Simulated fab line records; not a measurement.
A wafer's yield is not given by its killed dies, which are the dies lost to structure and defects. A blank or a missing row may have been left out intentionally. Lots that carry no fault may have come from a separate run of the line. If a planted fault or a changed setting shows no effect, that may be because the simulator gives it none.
fab line records | flow nandHarc | part 1 of 2: steps 1 to 4 of 6
record lots=22 wafers=66 lastDay=33
route steps=1302 shown A_STAIRCASE@877 A_SLIT@937 A_WL_FILL@953
lots untouched by any fault: they come from a run of this same line in which no faults occurred
startH: start of the lot's first displayed wafer, in hours after the record's first day | waitH: how many hours have passed since the lot's step before this one | " same as the row above | L1.1+2: one row covering several wafers at once | - no value, or no start given | * or withheld: withheld | < > ~ a bound
route shown NAME@n: names a module that has steps shown in the file, with the first one's number in the route | usual: mean and standard deviation over wafers with no fault | same: alike in all rows | chamber/n: place in a boat | sites: the reading at each site | _std_site: the values' standard deviation | _edge_site: mean of outer sites minus mean of inner sites | radiusMm: for every site, how far away it sits from the centre of the wafer | mask NAME#n: copy n | behind: the tool/chamber that last shaped the wafer | hold: why the lot went on hold/how many hours it stayed there/how the hold came to an end | device: transistor that didn't switch, given as n, p or np | end of line: tests run on the same wafers once the route is complete | step lacking rows: just its recipe | killed: dies lost to structure and defects at the first sort, not the wafer's yield | map: a wafer's dies, x killed, . not, _ none there
set.NAME: setting as actually run; set.NAME@STEP: the setting as run at that earlier step | model.NAME: the simulator's own value behind a step, which no gauge read
the route's steps for a sample of lots (tables are steps, rows are wafers)
services: a tool's chamber out of use, with start hour (startH, from the record's first day; less than 0 if before it), hours out, and reason
## steps
# step NHARC_A_STAIRCASE_CMP_152
# usual motorCurrentA=12.1/1.4
# columns lot.wafer tool chamber startH waitH motorCurrentA
L074.1 cmp-02 2 433.90 0.1 12.2
L074.6 " 2 " " 12.3
L074.5 " 3 " " 12.0
L077.1 cmp-04 1 455.88 0.1 11.6
L077.2 " 2 " " 12.3
L077.6 " 1 " " 11.7
L075.3 cmp-02 1 456.90 0.1 12.9
L075.4 " 3 " " 12.1
L075.1 " 0 " " 8.8
L078.2 cmp-03 1 464.31 0.1 13.4
L078.4 " 0 " " 11.9
L078.5 " 2 " " 11.0
L076.1 cmp-04 1 467.18 0.1 11.2
L076.3 " 2 " " 12.1
L076.5 " 0 " " 12.6
L080.4 cmp-03 0 496.71 0.1 12.9
L080.1 " 1 " " 12.4
L080.5 " 0 " " 12.3
L079.3 cmp-02 0 497.43 0.1 8.7
L079.6 " 0 " " 9.2
L079.5 " 1 " " 12.8
L081.3 cmp-02 2 506.92 0.1 12.4
L081.4 " 3 " " 12.1
L081.5 " 3 " " 13.2
L082.3 cmp-04 1 510.03 0.1 11.7
L082.1 " 2 " " 12.3
L082.6 " 3 " " 12.1
L085.3 cmp-03 2 545.48 0.1 11.7
L085.5 " 3 " " 14.5
L085.6 " 0 " " 12.4
L083.1 cmp-02 1 545.63 0.1 12.5
L083.4 " 2 " " 12.3
L083.5 " 0 " " 8.8
L086.4 cmp-03 0 552.00 0.1 12.4
L086.2 " 3 " " 15.2
L086.5 " 0 " " 13.0
L084.3 cmp-02 2 552.26 0.1 11.8
L084.4 " 0 " " 9.6
L084.6 " 2 " " 11.8
L087.2 cmp-02 0 572.18 0.1 8.7
L087.6 " 0 " " 8.9
L087.5 " 1 " " 12.3
L088.4 cmp-04 2 582.43 0.1 12.1
L088.5 " 0 " " 12.0
L088.6 " 1 " " 10.9
L090.2 cmp-04 1 582.68 0.1 11.3
L090.4 " 0 " " 12.6
L090.5 " 1 " " 11.4
L089.4 cmp-02 2 595.42 0.1 12.5
L089.6 " 2 " " 12.1
L089.5 " 3 " " 12.6
L092.3 cmp-02 3 603.91 0.1 12.3
L092.6 " 0 " " 8.9
L092.5 " 1 " " 13.0
L093.1 cmp-02 1 629.41 0.1 12.4
L093.5 " 0 " " 8.9
L093.6 " 1 " " 12.1
L096.3 cmp-04 1 647.32 0.1 11.4
L096.2 " 0 " " 12.7
L096.5 " 1 " " 11.2
L094.2 cmp-02 2 647.43 0.1 11.7
L094.4 " 0 " " 9.0
L094.6 " 2 " " 12.9
L095.3 cmp-04 0 650.12 0.1 13.1
L095.5 " 3 " " 12.8
L095.6 " 0 " " 12.9
# step NHARC_A_SLIT_ETCH_24
# recipe targetDepthA=1210 timeS=60.5 cf4FlowSccm=100 chf3FlowSccm=30 arFlowSccm=0 rfW=500 biasW=200 chemistry=CF4/CHF3
# usual chamberPressureMTorr=24.996/0.028 drypumpMotorCurrentA=5.8/0.55 oesProductAu=0.960/0.014 rfVppV=370.5/2.2 showerheadPlenumPTorr=1.57/0.058 throttleValvePct=16.803/0.0088
# same timeS=60.5
# columns lot.wafer tool chamber startH waitH chamberPressureMTorr drypumpMotorCurrentA oesProductAu rfHoursCounterH rfVppV showerheadPlenumPTorr throttleValvePct
L074.1 rieDiel-05 1 449.28 0.1 24.977 5.7 0.973 0.9 368.7 1.53 16.800
L074.6 " 3 " " 24.999 6.6 0.961 - 369.7 1.54 16.806
L074.5 " 0 " " 25.005 4.8 0.961 - 368.8 1.52 16.795
L075.4 rieDiel-06 3 470.62 0.1 24.965 6.5 0.970 9.5 367.8 1.49 16.801
L075.3 " 0 " " 24.962 5.8 0.972 9.5 372.7 1.63 16.810
L075.1 " 2 " " 25.001 6.6 0.964 9.0 367.5 1.47 16.802
L077.1 rieDiel-02 3 470.78 0.1 25.003 5.8 0.965 3.1 373.1 1.65 16.801
L077.2 " 2 " " 24.974 6.6 0.991 3.3 370.7 1.59 16.805
L077.6 " 3 " " 25.016 5.7 0.955 - 373.1 1.65 16.796
L076.3 rieDiel-06 0 482.86 0.1 24.988 5.8 0.922 10.6 371.9 1.63 16.795
L076.1 " 2 " " 25.058 6.6 0.929 9.7 370.4 1.47 16.806
L076.5 " 2 " " 25.008 6.6 0.929 - 366.9 1.47 16.792
L078.2 rieDiel-05 3 483.06 0.1 24.934 6.6 0.966 3.7 368.4 1.54 16.802
L078.4 " 0 " " 24.986 4.8 0.965 3.6 368.7 1.52 16.798
L078.5 " 0 " " 24.974 4.8 0.965 - 367.7 1.52 16.811
L079.3 rieDiel-02 0 513.03 0.1 25.023 5.7 0.938 4.8 372.7 1.66 16.792
L079.5 " 0 " " 24.983 5.7 0.962 - 373.5 1.65 16.791
L079.6 " 1 " " 25.022 5.5 0.959 - 368.3 1.52 16.802
L080.1 rieDiel-05 1 514.31 0.1 25.026 5.7 0.926 4.8 369.6 1.52 16.816
L080.4 " 2 " " 25.027 5.6 0.942 4.3 371.6 1.62 16.792
L080.5 " 3 " " 25.041 6.6 0.950 - 369.4 1.54 16.790
L082.1 rieDiel-02 1 523.79 0.1 25.021 5.5 0.969 5.7 369.0 1.52 16.797
L082.3 " 2 " " 25.001 6.6 0.956 5.8 371.3 1.59 16.807
L082.6 " 2 " " 25.042 6.6 0.951 - 372.5 1.59 16.807
L081.4 rieDiel-05 1 525.28 0.1 24.986 5.7 0.953 5.5 369.1 1.52 16.794
L081.3 " 0 " " 24.988 4.8 0.973 6.8 370.0 1.52 16.813
L081.5 " 2 " " 24.989 5.6 0.970 - 371.7 1.62 16.808
L083.1 rieDiel-05 0 561.19 0.1 25.000 4.9 0.979 8.5 367.3 1.52 16.791
L083.4 " 2 " " 24.970 5.6 0.949 7.6 371.1 1.62 16.809
L083.5 " 0 " " 24.970 4.8 0.974 - 369.8 1.52 16.809
L085.3 rieDiel-06 2 561.64 0.1 24.984 6.6 0.959 2.1 367.0 1.47 16.819
L085.6 " 1 " " 25.006 5.9 0.959 - 372.2 1.60 16.802
L085.5 " 2 " " 24.990 6.6 0.960 - 367.4 1.47 16.793
L084.4 rieDiel-02 1 567.75 0.1 25.008 5.5 0.979 7.5 368.9 1.52 16.801
L084.3 " 2 " " 24.985 6.6 0.974 7.9 370.7 1.59 16.814
L084.6 " 1 " " 25.011 5.5 0.969 - 368.6 1.52 16.805
L086.4 rieDiel-05 2 567.98 0.1 24.979 5.6 0.950 8.6 371.9 1.62 16.808
L086.2 " 3 " " 25.012 6.6 0.957 9.6 369.1 1.53 16.804
L086.5 " 3 " " 25.026 6.6 0.950 - 369.8 1.53 16.813
L087.2 rieDiel-02 3 587.34 0.1 25.003 5.8 0.965 0.2 372.0 1.65 16.799
L087.6 " 2 " " 24.959 6.6 0.969 - 371.8 1.59 16.804
L087.5 " 3 " " 24.968 5.7 0.965 - 375.2 1.65 16.820
L088.6 rieDiel-02 2 596.74 0.1 25.031 6.6 0.959 - 370.6 1.59 16.782
L088.4 " 3 " " 25.011 5.7 0.956 - 372.7 1.65 16.795
L088.5 " 0 " " 24.986 5.6 0.959 - 373.6 1.65 16.804
L090.2 rieDiel-05 3 597.61 0.1 24.966 6.6 0.955 0.0 367.6 1.53 16.805
L090.4 " 0 " " 25.016 4.8 0.967 0.0 368.5 1.51 16.803
L090.5 " 1 " " 24.981 5.7 0.975 - 367.6 1.52 16.809
L089.4 rieDiel-05 2 610.63 0.1 24.988 5.5 0.980 0.9 371.3 1.62 16.814
L089.6 " 3 " " 24.997 6.6 0.953 - 370.9 1.53 16.806
L089.5 " 0 " " 25.009 4.8 0.967 - 369.0 1.51 16.804
L092.3 rieDiel-02 1 623.03 0.1 24.989 5.5 0.949 0.7 368.8 1.52 16.803
L092.5 " 1 " " 25.003 5.5 0.964 - 367.5 1.52 16.824
L092.6 " 2 " " 24.999 6.6 0.954 - 370.6 1.59 16.800
L093.1 rieDiel-05 0 643.89 0.1 24.979 4.8 0.934 3.0 368.4 1.51 16.804
L093.6 " 0 " " 24.987 4.8 0.946 - 370.0 1.51 16.813
L093.5 " 2 " " 24.966 5.5 0.937 - 372.5 1.61 16.787
L096.2 rieDiel-05 2 662.84 0.1 24.974 5.6 0.957 5.0 371.2 1.61 16.799
L096.3 " 0 " " 24.819 4.8 0.969 5.0 366.7 1.51 16.799
L096.5 " 2 " " 25.003 5.6 0.955 - 372.2 1.61 16.800
L094.4 rieDiel-02 0 663.68 0.1 24.991 5.7 0.980 4.6 372.9 1.65 16.789
L094.2 " 2 " " 24.991 6.6 0.951 4.8 372.4 1.59 16.795
L094.6 " 0 " " 25.027 5.6 0.970 - 372.3 1.65 16.800
L095.3 rieDiel-05 0 665.00 0.1 25.016 4.9 0.966 5.5 367.5 1.51 16.791
L095.6 " 2 " " 24.988 5.5 0.948 - 372.9 1.61 16.802
L095.5 " 3 " " 25.020 6.6 0.943 - 370.5 1.53 16.788
# step NHARC_A_SLIT_ETCH_26
# recipe biasV=400 sourceW=2000 pressureMtorr=25 timeS=90 arFlowSccm=375 c4f8FlowSccm=41.7 o2FlowSccm=83.3 targetDepthA=4000 chemistry=C4F8/O2/Ar
# usual chamberPressureMTorr=24.997/0.023 drypumpMotorCurrentA=5.64/0.29 showerheadPlenumPTorr=3.62/0.16 throttleValvePct=27.619/0.0087
# same timeS=90
# columns lot.wafer tool chamber startH waitH chamberPressureMTorr drypumpMotorCurrentA rfHoursCounterH showerheadPlenumPTorr throttleValvePct
L074.1 harEtch-01 0 454.09 3.0 25.002 5.41 245 3.64 27.630
L074.6 " 0 " " 24.990 5.39 - 3.64 27.618
L074.5 " 1 " " 25.029 5.53 - 3.51 27.613
L075.1 harEtch-01 0 475.38 3.0 24.986 5.39 260 3.64 27.612
L075.3 " 0 " " 25.027 5.37 - 3.64 27.620
L075.4 " 1 " " 25.035 5.53 - 3.50 27.621
L077.2 harEtch-02 0 476.14 3.0 24.955 6.20 49 3.62 27.617
L077.1 " 1 " " 24.972 5.69 49 3.95 27.614
L077.6 " 0 " " 24.994 6.19 - 3.62 27.623
L078.2 harEtch-01 1 488.14 2.4 24.970 5.54 268 3.50 27.620
L078.4 " 0 " " 24.974 5.41 - 3.63 27.634
L078.5 " 0 " " 24.921 5.40 - 3.63 27.611
L076.1 harEtch-02 0 489.52 3.0 24.987 6.22 57 3.62 27.617
L076.3 " 1 " " 25.012 5.71 - 3.95 27.608
L076.5 " 0 " " 25.016 6.19 - 3.62 27.630
L079.3 harEtch-01 0 519.44 1.9 25.043 5.39 - 3.62 27.622
L079.5 " 0 " " 24.986 5.40 - 3.62 27.637
L079.6 " 1 " " 24.995 5.54 - 3.49 27.631
L080.1 harEtch-02 1 519.59 3.0 24.984 5.71 72 3.94 27.619
L080.4 " 1 " " 24.994 5.71 - 3.94 27.603
L080.5 " 0 " " 24.973 6.21 - 3.61 27.626
L082.1 harEtch-01 0 528.63 3.0 24.982 5.38 290 3.62 27.631
L082.3 " 0 " " 25.017 5.37 - 3.62 27.631
L082.6 " 0 " " 24.992 5.38 - 3.62 27.628
L081.4 harEtch-02 1 530.78 1.9 24.998 5.71 - 3.93 27.617
L081.3 " 0 " " 24.995 6.22 - 3.61 27.622
L081.5 " 1 " " 24.971 5.74 - 3.93 27.608
L083.1 harEtch-02 1 566.00 3.0 25.012 5.66 95 3.92 27.602
L083.4 " 1 " " 24.953 5.68 - 3.93 27.603
L083.5 " 0 " " 25.013 6.21 - 3.60 27.636
L085.3 harEtch-01 0 566.79 1.8 25.028 5.39 - 3.61 27.618
L085.6 " 0 " " 24.995 5.38 - 3.61 27.614
L085.5 " 1 " " 25.010 5.52 - 3.47 27.633
L084.3 harEtch-02 1 572.65 1.9 24.979 5.71 - 3.92 27.616
L084.4 " 0 " " 25.006 6.22 - 3.60 27.607
L084.6 " 1 " " 25.014 5.72 - 3.92 27.626
L086.2 harEtch-01 0 572.73 3.0 25.028 5.39 313 3.61 27.626
L086.4 " 0 " " 24.955 5.37 - 3.61 27.612
L086.5 " 0 " " 25.015 5.38 - 3.61 27.626
L087.2 harEtch-01 0 592.44 3.1 24.981 5.38 325 3.60 27.618
L087.6 " 0 " " 25.009 5.39 - 3.60 27.612
L087.5 " 1 " " 24.960 5.53 - 3.47 27.644
L088.4 harEtch-02 1 602.69 1.9 25.001 5.71 - 3.91 27.613
L088.6 " 1 " " 25.003 5.69 - 3.91 27.614
L088.5 " 0 " " 24.997 6.17 - 3.58 27.608
L090.2 harEtch-01 0 605.28 2.5 25.008 5.39 336 3.59 27.611
L090.4 " 1 " " 25.019 5.53 - 3.46 27.620
L090.5 " 0 " " 24.942 5.38 - 3.59 27.614
L089.4 harEtch-01 0 615.47 1.9 25.021 5.40 - 3.59 27.627
L089.5 " 0 " " 24.965 5.39 - 3.59 27.612
L089.6 " 1 " " 24.984 5.52 - 3.46 27.621
L092.3 harEtch-01 1 627.88 1.3 24.972 5.51 - 3.45 27.637
L092.5 " 0 " " 24.981 5.41 - 3.59 27.626
L092.6 " 1 " " 25.020 5.52 - 3.45 27.637
L093.1 harEtch-01 0 648.94 3.0 25.015 5.39 359 3.58 27.619
L093.5 " 0 " " 25.031 5.38 - 3.58 27.605
L093.6 " 1 " " 25.044 5.51 - 3.45 27.627
L096.2 harEtch-02 1 667.68 2.4 24.993 5.69 157 3.89 27.625
L096.3 " 1 " " 24.989 5.70 - 3.89 27.614
L096.5 " 0 " " 25.019 6.18 - 3.57 27.608
L094.2 harEtch-01 1 668.50 3.0 24.971 5.53 370 3.44 27.621
L094.4 " 0 " " 24.973 5.41 - 3.58 27.625
L094.6 " 1 " " 25.007 5.52 - 3.44 27.611
L095.3 harEtch-02 1 671.58 1.3 25.013 5.71 - 3.89 27.632
L095.5 " 0 " " 24.996 6.22 - 3.56 27.613
L095.6 " 1 " " 25.007 5.70 - 3.89 27.620
# step NHARC_A_SLIT_ETCH_29
# recipe targetDepthA=1000 overetchA=100 timeS=55 ionEnergyEv=100 cf4FlowSccm=80 o2FlowSccm=20 arFlowSccm=0 rfW=300 biasW=100 chemistry=CF4/O2
# usual chamberPressureMTorr=30.002/0.026 drypumpMotorCurrentA=5.9/0.52 oesProductAu=1.001/0.0074 rfVppV=197.7/1.3 showerheadPlenumPTorr=1.33/0.053 throttleValvePct=13.397/0.0092
# same timeS=55
# columns lot.wafer tool chamber startH waitH chamberPressureMTorr drypumpMotorCurrentA oesProductAu rfHoursCounterH rfVppV showerheadPlenumPTorr throttleValvePct
L074.1 rieDiel-06 2 454.97 0.1 30.021 6.6 1.004 8.5 195.9 1.25 13.402
L074.5 " 2 " " 30.009 6.6 1.002 - 197.3 1.25 13.403
L074.6 " 3 " " 30.044 6.5 0.996 - 195.9 1.26 13.391
L075.3 rieDiel-06 0 476.27 0.1 30.028 5.8 1.010 10.5 200.1 1.39 13.394
L075.4 " 1 " " 30.039 5.9 1.004 10.0 197.6 1.36 13.406
L075.1 " 3 " " 30.001 6.5 1.000 10.2 196.7 1.26 13.394
L077.2 rieDiel-05 3 477.04 0.1 29.948 6.6 0.995 3.6 197.3 1.30 13.411
L077.1 " 0 " " 30.015 4.8 0.999 3.5 198.1 1.28 13.397
L077.6 " 2 " " 29.999 5.5 1.008 - 197.2 1.37 13.400
L078.2 rieDiel-02 1 488.99 0.1 30.003 5.5 0.998 4.5 196.6 1.29 13.399
L078.4 " 0 " " 29.969 5.7 1.001 4.3 198.7 1.41 13.384
L078.5 " 1 " " 29.956 5.5 1.002 - 195.4 1.29 13.382
L076.1 rieDiel-05 3 490.41 0.1 29.985 6.6 1.003 4.3 197.7 1.30 13.397
L076.3 " 0 " " 30.005 4.8 1.015 4.7 196.8 1.28 13.417
L076.5 " 2 " " 30.020 5.5 1.008 - 199.8 1.37 13.388
L079.3 rieDiel-06 3 520.26 0.1 30.024 6.5 0.995 1.3 196.0 1.26 13.391
L079.6 " 3 " " 30.017 6.5 0.988 - 195.9 1.26 13.396
L079.5 " 0 " " 29.997 5.7 1.005 - 197.9 1.39 13.395
L080.1 rieDiel-02 3 520.48 0.1 29.985 5.7 0.995 5.5 198.6 1.40 13.393
L080.4 " 0 " " 29.996 5.7 1.001 5.3 199.0 1.41 13.398
L080.5 " 1 " " 30.009 5.5 0.996 - 198.3 1.29 13.402
L082.1 rieDiel-05 2 529.52 0.1 30.012 5.6 1.010 6.3 198.5 1.37 13.398
L082.3 " 0 " " 30.022 4.8 1.003 7.3 197.7 1.28 13.394
L082.6 " 2 " " 30.027 5.6 1.004 - 199.9 1.37 13.407
L081.4 rieDiel-02 0 531.60 0.1 30.006 5.6 0.992 6.0 199.7 1.41 13.406
L081.3 " 2 " " 30.002 6.6 0.994 6.8 197.3 1.35 13.408
L081.5 " 0 " " 29.999 5.7 0.992 - 198.1 1.41 13.409
L083.1 rieDiel-05 3 566.90 0.1 29.999 6.6 0.985 9.5 196.8 1.30 13.402
L083.4 " 0 " " 29.955 4.9 0.991 9.0 196.2 1.28 13.403
L083.5 " 2 " " 29.985 5.6 1.004 - 198.3 1.37 13.410
L085.3 rieDiel-06 2 567.62 0.1 29.995 6.6 0.997 3.0 197.3 1.25 13.391
L085.5 " 0 " " 30.006 5.8 1.011 - 198.7 1.39 13.403
L085.6 " 1 " " 29.981 5.9 1.007 - 199.2 1.36 13.391
L084.3 rieDiel-05 3 573.47 0.1 30.019 6.6 0.994 10.6 196.4 1.30 13.401
L084.4 " 0 " " 29.989 4.8 1.006 9.6 196.1 1.28 13.382
L084.6 " 3 " " 30.041 6.6 0.997 - 195.9 1.30 13.416
L086.2 rieDiel-06 0 573.62 0.1 29.971 5.7 0.999 3.0 199.3 1.39 13.379
L086.4 " 3 " " 29.983 6.5 0.999 2.9 196.6 1.26 13.393
L086.5 " 0 " " 29.988 5.7 1.012 - 199.4 1.39 13.388
L087.2 rieDiel-06 3 593.34 0.1 30.068 6.5 1.003 3.1 197.3 1.26 13.396
L087.5 " 1 " " 29.985 5.9 1.006 - 198.9 1.36 13.392
L087.6 " 2 " " 29.992 6.6 1.016 - 195.4 1.25 13.410
L088.4 rieDiel-05 2 603.51 0.1 30.034 5.5 1.009 0.6 199.3 1.37 13.412
L088.5 " 1 " " 29.986 5.7 1.009 - 197.6 1.29 13.401
L088.6 " 2 " " 29.990 5.6 1.009 - 198.4 1.37 13.385
L090.2 rieDiel-02 2 606.14 0.1 29.975 6.6 1.006 2.6 199.8 1.35 13.401
L090.4 " 1 " " 29.919 5.5 0.987 0.2 197.3 1.29 13.400
L090.5 " 2 " " 29.976 6.6 0.995 - 197.9 1.35 13.391
L089.4 rieDiel-05 3 616.29 0.1 30.006 6.6 0.996 1.8 197.7 1.30 13.382
L089.6 " 3 " " 29.955 6.6 0.996 - 198.2 1.30 13.412
L089.5 " 0 " " 30.028 4.8 1.007 - 195.8 1.28 13.384
L092.3 rieDiel-05 0 628.70 0.1 30.001 4.8 0.984 1.9 196.0 1.28 13.403
L092.6 " 2 " " 29.992 5.6 0.994 - 197.0 1.37 13.391
L092.5 " 0 " " 30.005 4.8 0.992 - 196.9 1.28 13.391
L093.1 rieDiel-06 2 649.85 0.1 29.988 6.6 1.015 5.7 195.9 1.25 13.388
L093.5 " 3 " " 30.026 6.5 1.002 - 196.9 1.26 13.398
L093.6 " 0 " " 30.028 5.8 1.010 - 198.2 1.39 13.386
L096.2 rieDiel-02 1 668.54 0.1 29.963 5.5 1.011 3.4 197.1 1.29 13.393
L096.3 " 2 " " 30.005 6.5 1.011 5.4 198.0 1.35 13.380
L096.5 " 3 " " 30.046 5.7 0.987 - 199.2 1.40 13.386
L094.4 rieDiel-05 2 669.39 0.1 30.021 5.6 1.001 6.9 200.2 1.37 13.399
L094.2 " 0 " " 30.012 4.9 0.994 6.1 198.3 1.28 13.378
L094.6 " 2 " " 30.044 5.5 1.009 - 200.2 1.37 13.407
L095.3 rieDiel-02 0 672.38 0.1 30.092 5.7 1.001 5.8 198.9 1.40 13.398
L095.6 " 2 " " 30.005 6.6 1.000 - 198.1 1.35 13.396
L095.5 " 3 " " 30.011 5.7 0.995 - 198.8 1.40 13.417
